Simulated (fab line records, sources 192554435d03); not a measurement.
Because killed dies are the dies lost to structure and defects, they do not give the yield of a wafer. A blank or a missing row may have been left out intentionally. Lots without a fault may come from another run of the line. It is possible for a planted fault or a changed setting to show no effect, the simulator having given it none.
fab line records	flow n5_finfet
[record] lots = 7	wafers = 39
route steps=1938 shown BEOL_M11@1575 BEOL_M13@1705 MIM_BOT_LITHO@1860
start_h: the number of hours between the record's first day and the start of the first shown wafer of the lot	wait_h: hours elapsed since this lot's preceding step	" same as the row above	L1.1+2: a row that stands for several wafers	- value missing, or start not given	* or withheld: withheld	< > ~ a bound
route shown NAME@n: a module of which the file shows steps, and the number in the route of the first	usual: the fault-free wafers' mean and standard deviation	same: alike in all rows	chamber/n: place in a boat	sites: the reading at each site	_std_site: the values' standard deviation	_edge_site: mean of outer sites minus mean of inner sites	radius_mm: how far each site lies from the wafer's centre	mask NAME#n: copy n	behind: tool/chamber where the wafer was last shaped	hold: what put the lot on hold/how long, in hours/how the hold closed	device: the n, p or np transistor that did not switch	end of line: tests of these same wafers at the route's end	where a step has no rows: the recipe by itself	killed: the dies lost at the first sort to structure and to defects; this is not the yield of the wafer	map: dies across one wafer; x = killed, . = not, _ = none there
set.NAME: the run value of the setting; set.NAME@STEP: its run value at that earlier step	model.NAME: the simulator's own value behind a step, which no gauge read
lots with deliberately changed settings; one table per step, one row per wafer
[[steps]]
[step N5_BEOL_M11_VIA_ETCH_34]
[recipe] chemistry = C4F6/O2	target = SiCOH_lowk	target_depth_a = 1845	mask_material = SOC	taper_deg = 4	time_s = 69.2	ion_energy_ev = 250	pressure_mtorr = 30	source_w = 345	bias_w = 185	Ar_flow_sccm = 300	C4F6_flow_sccm = 10	O2_flow_sccm = 10
lot.wafer	tool	chamber	start_h	wait_h	set.target_depth_a	model.etch.depth_nm	model.SOC_of_BEOL_M11_COAT_63.thk_nm
L077.1	rie_diel-06	3	275.29	0.0	1845	181.4	92.8
L077.2	"	1	"	"	1845	188.5	92.2
L077.3	"	2	"	"	2597	255.9	88.8
L077.4	"	0	"	"	2597	256.6	89
L077.5	"	1	"	"	1845	188.9	92.2
L077.6	"	0	"	"	2597	256.3	89.2
L078.1	rie_diel-06	0	281.75	0.0	1845	184.1	91.8
L078.2	"	1	"	"	1845	189.3	91.4
L078.3	"	2	"	"	1845	182.1	91.8
L078.4	"	3	"	"	1845	181.6	92
L078.5	"	1	"	"	1845	189.7	91.4
L078.6	"	2	"	"	1845	182.5	91.8
L083.1	rie_diel-03	1	299.52	0.0	1845	186.7	92.2
L083.2	"	2	"	"	1845	184.2	92.2
L083.3	"	3	"	"	1845	178.7	92.4
L083.4	"	0	"	"	1845	185.4	92.4
L083.5	"	2	"	"	1845	183.1	92.2
L083.6	"	1	"	"	1845	187.4	92
L086.1	rie_diel-06	2	322.44	0.0	1845	179	92.6
L086.3	"	3	"	"	1845	178.1	92.8
L086.6	"	1	"	"	1845	186	92
L093.1	rie_diel-06	0	357.38	0.0	1845	183	91.8
L093.2	"	2	"	"	1845	183.2	92
L093.3	"	3	"	"	2590	253.4	89.4
L093.4	"	1	"	"	2590	263.8	88.4
L093.5	"	3	"	"	1845	180.6	92
L093.6	"	0	"	"	2590	257.6	89
L094.1	rie_diel-05	0	365.49	0.0	2831	285.7	88.2
L094.2	"	1	"	"	1845	184.5	92.4
L094.3	"	2	"	"	1845	184.6	92.6
L094.4	"	3	"	"	1845	181.4	92.8
L094.5	"	1	"	"	2831	282.4	88.2
L094.6	"	2	"	"	2831	282.8	88.6
L097.1	rie_diel-06	2	425.93	0.0	1845	180.7	91.8
L097.2	"	3	"	"	2293	223.6	90.6
L097.3	"	0	"	"	1845	182	92.2
L097.4	"	1	"	"	2293	235.7	90
L097.5	"	1	"	"	2293	234.9	89.8
L097.6	"	2	"	"	1845	181.7	92.4
[step N5_BEOL_M13_SPUTTER_43]
[recipe] material = TaN	target_thk_a = 150	temp_c = 50	bias_v = 168.6	power_w = 15000	chamber_pressure_pa = 0.12	time_s = 24.19
lot.wafer	tool	chamber	start_h	wait_h	set.time_s	model.TaN_of_BEOL_M13_SPUTTER_43.thk_nm
L077.1+3+5	pvd_sputter-03	-	286.71	0.0	24.19	15.2
L077.2+6	"	-	"	"	33.94	21.2
L077.4	"	-	"	"	33.94	21.4
L078.1+2+4	pvd_sputter-03	-	297.13	0.0	14.08	9
L078.3+5+6	"	-	"	"	24.19	15.4
L083.1+2	pvd_sputter-01	-	314.17	0.0	24.19	14.8
L083.3	"	-	"	"	34.21	21
L083.4	"	-	"	"	34.21	20.8
L083.5	"	-	"	"	34.21	21.2
L083.6	"	-	"	"	24.19	15
L086.1	pvd_sputter-01	-	334.23	0.0	24.19	15
L086.3+6	"	-	"	"	24.19	14.8
L093.1+2	pvd_sputter-02	-	370.41	0.0	38.67	24
L093.3+5+6	"	-	"	"	24.19	15
L093.4	"	-	"	"	38.67	23.8
L094.1+3+4	pvd_sputter-03	-	381.01	0.0	24.19	15.2
L094.2	"	-	"	"	17.67	11.2
L094.5+6	"	-	"	"	17.67	11
L097.1+3+5	pvd_sputter-01	-	443.39	0.0	24.19	14.8
L097.2	"	-	"	"	37.05	22.4
L097.4+6	"	-	"	"	37.05	22.8
[step N5_BEOL_M13_SPUTTER_44]
[recipe] material = Ta	target_thk_a = 100	temp_c = 50	bias_v = 80	power_w = 15000	chamber_pressure_pa = 0.07	time_s = 16.13
[step N5_BEOL_M13_SPUTTER_45]
[recipe] material = Cu	target_thk_a = 800	temp_c = -20	bias_v = 60	power_w = 26000	chamber_pressure_pa = 0.13	time_s = 13.33
[step N5_BEOL_M13_ECD_47]
[recipe] material = Cu	target_thk_a = 9360
[step N5_BEOL_M13_ANNEAL_48]
[recipe] temp_c = 225	time_s = 90	ambient = N2
[step N5_BEOL_M13_CMP_49]
[recipe] stop_on = SiOC	t_overpolish_s = 17.1	down_force_psi = 1	platen_rpm = 50	clearing_platen_down_force_psi = 1.5	clearing_platen_rpm = 50	post_cmp_clean = cu_alkaline	target_thk_nm = 420	clearing_platen_pad_velocity_m_s = 0.99484	pad_velocity_m_s = 0.99484
[usual] barrier_field_endpoint_s = 30.4/0.8
lot.wafer	tool	chamber	start_h	wait_h	set.time_s@BEOL_M13_SPUTTER_43	barrier_field_endpoint_s
L077.3	cmp-01	2	287.61	0.2	24.19	31.4
L077.1	"	3	"	"	24.19	30.5
L077.4	"	0	"	"	33.94	37.6
L077.2	"	1	"	"	33.94	39.5
L077.5	"	2	"	"	24.19	30.9
L077.6	"	3	"	"	33.94	38.4
L078.4	cmp-01	0	297.89	0.1	14.08	23.3
L078.1	"	1	"	"	14.08	24.6
L078.3	"	2	"	"	24.19	31.1
L078.2	"	3	"	"	14.08	24.1
L078.5	"	0	"	"	24.19	31.6
L078.6	"	1	"	"	24.19	33.2
L083.3	cmp-04	2	314.91	0.2	34.21	38.3
L083.4	"	3	"	"	34.21	35.9
L083.2	"	0	"	"	24.19	30.0
L083.1	"	1	"	"	24.19	28.8
L083.5	"	2	"	"	34.21	37.2
L083.6	"	3	"	"	24.19	29.3
L086.1	cmp-03	0	335.01	0.3	24.19	30.1
L086.3	"	1	"	"	24.19	30.6
L086.6	"	3	"	"	24.19	29.4
L093.1	cmp-04	2	371.15	0.3	38.67	41.6
L093.2	"	3	"	"	38.67	41.2
L093.3	"	0	"	"	24.19	30.0
L093.4	"	1	"	"	38.67	39.8
L093.6	"	2	"	"	24.19	30.6
L093.5	"	3	"	"	24.19	30.7
L094.2	cmp-03	2	382.22	0.2	17.67	26.0
L094.3	"	3	"	"	24.19	29.8
L094.4	"	0	"	"	24.19	31.1
L094.1	"	1	"	"	24.19	31.2
L094.5	"	2	"	"	17.67	25.9
L094.6	"	3	"	"	17.67	25.0
L097.1	cmp-01	1	444.24	0.3	24.19	30.1
L097.4	"	2	"	"	37.05	38.0
L097.3	"	3	"	"	24.19	29.4
L097.2	"	0	"	"	37.05	38.0
L097.5	"	1	"	"	24.19	29.6
L097.6	"	2	"	"	37.05	38.9
[step N5_MIM_BOT_LITHO_DEVELOP_07]
[recipe] develop_time_s = 60	rinse_liquid = diw	dry = air_spin	dev_temp_c = 21
lot.wafer	tool	chamber	start_h	wait_h	set.develop_time_s
L077.1+4+6	litho_track-04	0	-	-	49.5
L077.2+3+5	"	0	"	"	60
L078.1+4+5	litho_track-01	0	-	-	87.57
L078.2+3+6	"	0	"	"	60
L083.1+4+6	litho_track-03	0	-	-	60
L083.2+3+5	"	0	"	"	82.9
L086.1+3+6	litho_track-04	0	-	-	60
L093.1+4+6	litho_track-04	0	-	-	60
L093.2+3+5	"	0	"	"	81.66
L094.1+2+3+4+5+6	litho_track-04	0	-	-	60
L097.1+2+3+4+5+6	litho_track-01	0	-	-	60
[step N5_MIM_BOT_LITHO_HARDBAKE_09]
[recipe] temp_c = 130	time_s = 120
[step N5_MIM_BOT_LITHO_CD_MEAS_08]
[recipe] target_cd_nm = 3000	landing_energy_ev = 500	detector = se_inlens	polarity = opening
[usual] cd_nm = 2999.1/1.9
lot.wafer	tool	chamber	start_h	wait_h	set.develop_time_s@MIM_BOT_LITHO_DEVELOP_07	cd_nm
L077.1	cd_sem-01	0	305.59	-	49.5	2993.3
L077.2	"	0	"	"	60	2998.3
L077.3	"	0	"	"	60	2998.7
L077.4	"	0	"	"	49.5	2993.8
L077.5	"	0	"	"	60	2997.4
L077.6	"	0	"	"	49.5	2995.2
L078.1	cd_sem-03	0	322.08	-	87.57	3007.7
L078.2	"	0	"	"	60	2997.4
L078.3	"	0	"	"	60	2999.0
L078.4	"	0	"	"	87.57	3005.0
L078.5	"	0	"	"	87.57	3007.9
L078.6	"	0	"	"	60	2996.9
L083.1	cd_sem-03	0	332.01	-	60	3002.2
L083.2	"	0	"	"	82.9	3008.1
L083.3	"	0	"	"	82.9	3010.5
L083.4	"	0	"	"	60	3001.6
L083.5	"	0	"	"	82.9	3007.6
L083.6	"	0	"	"	60	3001.0
L086.1	cd_sem-01	0	352.03	-	60	2999.2
L086.3	"	0	"	"	60	3002.3
L086.6	"	0	"	"	60	3001.2
L093.1	cd_sem-03	0	387.18	-	60	-
L093.2	"	0	"	"	81.66	3006.9
L093.3	"	0	"	"	81.66	-
L093.4	"	0	"	"	60	-
L093.5	"	0	"	"	81.66	3004.0
L093.6	"	0	"	"	60	3000.2
L094.1	cd_sem-01	0	398.41	-	60	2996.9
L094.2	"	0	"	"	60	2998.2
L094.3	"	0	"	"	60	2998.2
L094.4	"	0	"	"	60	2999.7
L094.5	"	0	"	"	60	2999.2
L094.6	"	0	"	"	60	2998.7
L097.1	cd_sem-03	0	461.99	-	60	2996.3
L097.2	"	0	"	"	60	2996.5
L097.3	"	0	"	"	60	2996.7
L097.4	"	0	"	"	60	2997.9
L097.5	"	0	"	"	60	2994.7
L097.6	"	0	"	"	60	2998.1
[[key]]
[split] step = N5_BEOL_M11_VIA_ETCH_34	setting = target_depth_a	stated = 1845	by = wafer
[response] step = N5_BEOL_M11_VIA_ETCH_34	reading = model.etch.depth_nm	change = +1.85	per = 1%	r = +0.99
[response] step = N5_BEOL_M11_VIA_ETCH_34	reading = model.SOC_of_BEOL_M11_COAT_63.thk_nm	change = -0.0796	per = 1%	r = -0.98
[split] step = N5_BEOL_M13_SPUTTER_43	setting = time_s	stated = 24.19	by = wafer
[response] step = N5_BEOL_M13_SPUTTER_43	reading = model.TaN_of_BEOL_M13_SPUTTER_43.thk_nm	change = +0.15	per = 1%	r = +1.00
[response] step = N5_BEOL_M13_CMP_49	reading = barrier_field_endpoint_s	change = +0.178	per = 1%	r = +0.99
[split] step = N5_MIM_BOT_LITHO_DEVELOP_07	setting = develop_time_s	stated = 60	by = wafer
[response] step = N5_MIM_BOT_LITHO_CD_MEAS_08	reading = cd_nm	change = +0.19	per = 1%	r = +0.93
